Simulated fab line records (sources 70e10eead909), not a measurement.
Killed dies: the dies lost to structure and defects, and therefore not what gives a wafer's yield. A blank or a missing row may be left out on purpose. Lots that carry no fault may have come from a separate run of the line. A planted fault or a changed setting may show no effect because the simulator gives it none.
Chamber matching -- flow nand harc -- 4 sister chambers for NHARC_A_CHANNEL_FILL_D1_STRIP_28 on rie diel-11
The step strips in O2, time 20 s. 4 wafers are shown with their chamber, then 10 later ones without.

== WAFERS PAIRED WITH THEIR CHAMBERS ==
wafer,chamber,oes product au (a.u.)
L083.6,2,1.024
L089.5,0,0.998
L091.1,3,0.997
L091.4,1,1.011

== WAFERS MISSING THEIR CHAMBER ==
wafer,oes product au (a.u.)
L091.6,1.009
L091.2,1.004
L091.3,1.001
L091.5,1.021
L095.2,0.996
L095.4,1.005
L095.5,1.004
L097.1,0.999
L097.3,0.998
L097.5,0.999

== WHICH CHAMBER EACH ONE RAN IN ==
wafer,from the rows above,in truth
L091.6,1,1
L091.2,can't be placed: 0 or 1 or 3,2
L091.3,can't be placed: 0 or 3 or 1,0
L091.5,can't be placed: 2 or 1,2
L095.2,can't be placed: 3 or 0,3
L095.4,can't be placed: 1 or 0 or 3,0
L095.5,can't be placed: 0 or 1 or 3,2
L097.1,can't be placed: 0 or 3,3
L097.3,can't be placed: 0 or 3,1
L097.5,can't be placed: 0 or 3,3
Correct placement for 1 of the 10. Can't be placed from these rows: 9 (the true chamber is among the candidates in 6). Wrongly placed: 0.
How it was worked out, from the rows above alone: a wafer's distance from a chamber is the root of the sum, over the readings, of the square of ((its reading less the chamber's mean) divided by the reading's scatter). If the next closest chamber is less than 2 further off than the closest, the wafer can't be placed; otherwise it belongs to the closest. For every chamber, the mean is computed from those of its wafers that are shown. The scatter: with one shown wafer a chamber, the root of the mean of the squares of how far each hidden wafer lies from its nearest shown one.
